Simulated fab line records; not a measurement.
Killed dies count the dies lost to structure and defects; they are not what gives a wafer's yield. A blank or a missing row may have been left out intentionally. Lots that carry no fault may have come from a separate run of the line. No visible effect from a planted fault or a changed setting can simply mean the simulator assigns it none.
Split-lot trial -- flow n5 finfet -- 21 wafers read from 7 lots, route of 1938 steps

THE SPLIT ITSELF
At N5_BEOL_M11_TRENCH_ETCH_37 (etches SiCOH lowk in C4F6/O2, target depth 148.83 nm, time 48 s), the setting bias w was moved away from the recipe's 185 W on 7 of the 21 wafers read, by -15.4% to +7.2%. All remaining wafers had this setting at the recipe value.

The reading comes from the split's own step.

THE READING
rf vpp V, in V, at N5_BEOL_M11_TRENCH_ETCH_37 (etches SiCOH lowk in C4F6/O2, target depth 148.83 nm, time 48 s). Typical for fault-free wafers on this fab line: 670 V, with standard deviation 8.3 V.

wafer,"tool, chamber at the split","bias w as run, W",against the recipe,"rf vpp V, V",against lot-mates on the recipe
L074.1,"rie diel-04, 0",198.4,+7.2%,715,+48
L074.3,"rie diel-04, 3",185,recipe,674,-
L074.5,"rie diel-04, 2",185,recipe,660,-
L080.2,"rie diel-04, 3",185,recipe,673,-
L080.5,"rie diel-04, 3",160.9,-13.0%,603,-63
L080.6,"rie diel-04, 2",185,recipe,659,-
L083.1,"rie diel-05, 2",198.3,+7.2%,691,+17
L083.2,"rie diel-05, 0",185,recipe,674,-
L083.5,"rie diel-05, 0",198.3,+7.2%,713,+39
L086.3,"rie diel-04, 1",156.6,-15.4%,590,-78
L086.4,"rie diel-04, 2",185,recipe,659,-
L086.6,"rie diel-04, 0",185,recipe,676,-
L091.1,"rie diel-04, 0",185,recipe,675,-
L091.2,"rie diel-04, 2",185,recipe,661,-
L091.5,"rie diel-04, 0",185,recipe,676,-
L093.3,"rie diel-05, 3",185,recipe,683,-
L093.5,"rie diel-05, 2",157.1,-15.1%,575,-108
L093.6,"rie diel-05, 1",157.1,-15.1%,583,-100
L097.3,"rie diel-02, 1",185,recipe,667,-
L097.4,"rie diel-02, 3",185,recipe,667,-
L097.6,"rie diel-02, 2",185,recipe,669,-

FIT RESULTS
A straight line over all 21 wafers: rf vpp V changes by +5.5 V for each +1% of bias w; r = +0.98; the points scatter about the line by 8.3 V.
The same after taking each lot's own level away (the mean of its wafers on the recipe; 21 wafers): +5.75 V for each +1%; r = +0.97; scatter 10 V.
According to that fit, moving bias w by its largest amount changes the reading by 88 V.
From 666.0 to 683.0 V: that is the span of the lots' own levels, equal to 2.0 times the standard deviation above.
The two slopes are in agreement: the lot-to-lot level therefore moves the slope only a little.
Check: with one of the wafers moved furthest among these (-15.4%) left out of the fit, the line predicts -93.7 V for it against its lot-mates. Against them it came out at -77.5 V.
Tool readings at the split's step, against how far the setting was moved: rf vpp V r = +0.98.

ADDITIONAL SPLITS CARRIED BY THESE WAFERS
Other splits were also applied to these wafers ahead of the reading. Each is held against what the fit with the lots' levels taken away leaves over:
other split on the same wafers,wafers away from the commonest value,r with rf vpp V (lot level and that fit taken away)
N5_BEOL_M11_EXPOSE_08 dose mj,7,-0.32

FILE'S OWN FIT
rf vpp V changes by +5.6 V for each +1% of bias w, r = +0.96.
